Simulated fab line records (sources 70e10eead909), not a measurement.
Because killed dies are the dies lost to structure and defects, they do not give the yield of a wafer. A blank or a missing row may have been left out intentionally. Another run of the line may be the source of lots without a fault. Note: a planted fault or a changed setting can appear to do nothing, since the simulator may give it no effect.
fab line records -- flow nand-harc
record: lots: 6, wafers: 14, last-day: 32
route steps=1302 shown A_STAIRCASE@755
lots that met no fault: from a run of the same line without faults
start-h: the number of hours between the record's first day and the start of the first shown wafer of the lot -- wait-h: how many hours have passed since the lot's step before this one -- " as in the row above -- L1.1+2: one row covering several wafers at once -- - value missing, or start not given -- * or withheld: withheld -- < > ~ a bound
route shown NAME@n: a module of which the file shows steps, and the number in the route of the first -- usual: the fault-free wafers' mean and standard deviation -- same: alike in all rows -- chamber/n: place in a boat -- sites: per-site readings -- _std_site: how widely they spread, as a standard deviation -- _edge_site: the outer-site mean with the inner-site mean subtracted -- radius-mm: how far each site lies from the wafer's centre -- mask NAME#n: copy n -- behind: the tool/chamber that last shaped the wafer -- hold: the reason the lot was held/the length of the hold in hours/how it ended -- device: whichever transistor did not switch (one of n, p or np) -- end of line: tests run on the same wafers once the route is complete -- for a step that has no rows: nothing shown but its recipe -- killed: dies that structure and defects cost at the first sort, which is not the same as the wafer's yield -- map: the dies of a wafer, with x for killed, . for not killed, _ for no die there
set.NAME: the setting as run; set.NAME@STEP: as run at that earlier step -- model.NAME: the simulator's own value behind a step, which no gauge read
a table for each step, a row for each wafer; lots at some steps of the route
services: a tool's chamber out of use, with start hour (start-h, from the record's first day; less than 0 if before it), hours out, and reason
== steps ==
step: NHARC_A_STAIRCASE_SRD_241
step: NHARC_A_STAIRCASE_DEHYDRATE_242
recipe: temp-c: 150, time-s: 120
step: NHARC_A_STAIRCASE_HMDS_243
recipe: time-s: 30
step: NHARC_A_STAIRCASE_COAT_244
recipe: spin-rpm: 1200
step: NHARC_A_STAIRCASE_SOFTBAKE_245
recipe: temp-c: 135, time-s: 170
step: NHARC_A_STAIRCASE_EBR_246
step: NHARC_A_STAIRCASE_EXPOSE_247
recipe: na: 0.5, dose-mj: 25.34, mask-id: SDS_1
step: NHARC_A_STAIRCASE_PEB_248
recipe: peb-temp-c: 115, peb-time-s: 130
step: NHARC_A_STAIRCASE_DEVELOP_249
recipe: time-s: 140
step: NHARC_A_STAIRCASE_HARDBAKE_251
recipe: temp-c: 120, time-s: 140
step: NHARC_A_STAIRCASE_DESCUM_252
recipe: time-s: 3, o2-flow-sccm: 200, ar-flow-sccm: 0, bias-power-w: 0, chemistry: O2
usual: drypump-motor-current-A: 5.8/0.45, oes-product-au: 1.001/0.011, rf-vpp-V: 57.8/0.98, showerhead-plenum-p-Torr: 1.92/0.091, throttle-valve-pct: 11.311/0.0084
lot.wafer,tool,chamber,start-h,wait-h,drypump-motor-current-A,oes-product-au,rf-hours-counter-h,rf-vpp-V,showerhead-plenum-p-Torr,throttle-valve-pct
L740.2,rie-diel-04,2,399.77,-,6.0,1.014,7,58.9,2.07,11.315
L740.3,rie-diel-04,3,399.77,-,6.4,1.005,4,57.7,1.86,11.321
L740.5,rie-diel-04,2,399.77,-,6.0,0.998,-,57.8,2.07,11.307
L741.6,rie-diel-04,2,400.65,-,6.0,1.006,-,58.8,2.07,11.318
L743.4,rie-diel-04,1,425.03,-,4.8,0.983,15,57.0,2.01,11.319
L750.4,rie-diel-04,1,505.35,-,4.8,1.004,39,59.1,2.01,11.299
L750.2,rie-diel-04,0,505.35,-,6.1,0.995,43,56.6,1.97,11.310
L750.6,rie-diel-04,1,505.35,-,4.8,0.993,-,59.2,2.01,11.313
L751.1,rie-diel-08,1,508.00,-,5.9,1.010,40,57.9,1.88,11.323
L751.3,rie-diel-08,0,508.00,-,5.5,1.001,40,58.7,1.92,11.308
L751.5,rie-diel-08,1,508.00,-,5.9,1.003,-,57.0,1.88,11.318
L755.1,rie-diel-13,2,560.44,-,5.9,1.006,13,57.3,1.91,11.321
L755.3,rie-diel-13,3,560.44,-,6.6,1.000,14,57.1,1.78,11.314
L755.2,rie-diel-13,1,560.44,-,5.5,0.987,10,59.1,2.05,11.322
step: NHARC_A_STAIRCASE_ETCH_253
recipe: target-depth-a: 500, time-s: 20.2, ion-energy-ev: 400, c4f8-flow-sccm: 20, o2-flow-sccm: 10, ar-flow-sccm: withheld, rf-w: 600, bias-w: 1000, chemistry: C4F8/O2
usual: oes-product-au: 0.963/0.018, rf-vpp-V: 896/5.7, run-length-s: 41.6/0.52
lot.wafer,tool,chamber,start-h,wait-h,oes-product-au,rf-hours-counter-h,rf-vpp-V,run-length-s
L740.3,rie-diel-04,2,399.88,0.1,0.977,7,906,42.0
L740.2,rie-diel-04,3,399.88,0.1,0.967,4,893,41.3
L740.5,rie-diel-04,0,399.88,0.1,0.953,-,899,41.2
L741.6,rie-diel-04,3,400.71,0.1,0.957,-,892,39.4
L743.4,rie-diel-04,3,425.11,0.1,0.954,10,893,39.3
L750.2,rie-diel-04,3,505.44,0.1,0.975,36,891,40.7
L750.4,rie-diel-04,0,505.44,0.1,0.963,43,900,41.6
L750.6,rie-diel-04,2,505.44,0.1,0.966,-,906,41.8
L751.3,rie-diel-08,1,508.08,0.1,0.966,40,894,41.8
L751.1,rie-diel-08,2,508.08,0.1,0.949,34,895,42.2
L751.5,rie-diel-08,1,508.08,0.1,0.961,-,894,41.7
L755.1,rie-diel-13,0,560.53,0.1,0.985,11,891,41.8
L755.3,rie-diel-13,1,560.53,0.1,0.965,10,904,41.8
L755.2,rie-diel-13,2,560.53,0.1,0.972,13,897,42.1
step: NHARC_A_STAIRCASE_STRIP_254
recipe: power-w: 1500, temp-c: 250, chemistry: O2
usual: drypump-motor-current-A: 5.3/0.33, heater-power-w: 329/52
lot.wafer,tool,chamber,start-h,wait-h,drypump-motor-current-A,heater-power-w,rf-hours-counter-h
L740.2,plasma-asher-02,0,400.01,-,5.4,325,29
L740.3,plasma-asher-02,1,400.01,-,4.8,264,-
L740.5,plasma-asher-02,1,400.01,-,4.8,262,-
L741.6,plasma-asher-01,1,401.03,-,5.7,309,-
L743.4,plasma-asher-02,1,425.29,-,4.8,263,-
L750.2,plasma-asher-01,1,505.52,-,5.7,311,32
L750.4,plasma-asher-01,1,505.52,-,5.7,313,-
L750.6,plasma-asher-01,0,505.52,-,5.2,414,-
L751.1,plasma-asher-01,1,508.21,-,5.7,311,32
L751.3,plasma-asher-01,0,508.21,-,5.2,418,-
L751.5,plasma-asher-01,0,508.21,-,5.2,427,-
L755.1,plasma-asher-02,1,560.61,-,4.8,269,24
L755.2,plasma-asher-02,0,560.61,-,5.4,324,24
L755.3,plasma-asher-02,0,560.61,-,5.4,331,-
== services ==
tool,chamber,start-h,hours,kind
rie-diel-04,3,380.24,6.1,repair
plasma-asher-02,-,385.45,1.6,repair
plasma-asher-02,-,389.15,0.8,repair
rie-diel-04,0,389.95,-,clean
rie-diel-04,1,389.95,-,clean
rie-diel-04,2,389.95,-,clean
rie-diel-04,3,389.95,-,clean
rie-diel-04,1,398.20,6.0,repair
rie-diel-04,0,414.46,-,clean
rie-diel-04,1,414.46,-,clean
rie-diel-04,2,414.46,-,clean
rie-diel-04,3,414.46,-,clean
plasma-asher-02,-,426.12,9.0,pm
rie-diel-04,0,439.38,-,clean
rie-diel-04,1,439.38,-,clean
rie-diel-04,2,439.38,-,clean
rie-diel-08,2,464.98,26.5,repair
rie-diel-13,1,502.11,6.3,repair
rie-diel-13,3,503.17,2.0,repair
rie-diel-13,-,519.06,9.0,pm
plasma-asher-01,-,519.83,9.0,pm
plasma-asher-02,-,525.44,23.7,repair
rie-diel-04,-,533.45,9.0,pm
rie-diel-08,-,545.13,9.0,pm
== key ==
first-sign: step: NHARC_A_STAIRCASE_ETCH_253, reading: run-length-s, direction: down, sigmas: 4.4, usual: *, struck: *
effect none on later readings
met-at NHARC_A_STAIRCASE_ETCH_253
struck-wafers L741.6,L743.4
tester-left-out L741,L743
onset-between 399.88 400.71
fault: kind: process-parameter-drift, tool: rie-diel-04, chamber: -, onset-h: 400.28, steps: NHARC_A_STAIRCASE_ETCH_253, channel: time-s, offset: *, shape: step, end-h: 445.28, acts-in: *, stated: *
tester-left-out: of these lots the tester's yield and bins aren't shown, on N5 and GAA mostly nor the transistor test; their killed dies are dies lost to structure and defects alone, not to doping, threshold or leakage, so they don't give the yield
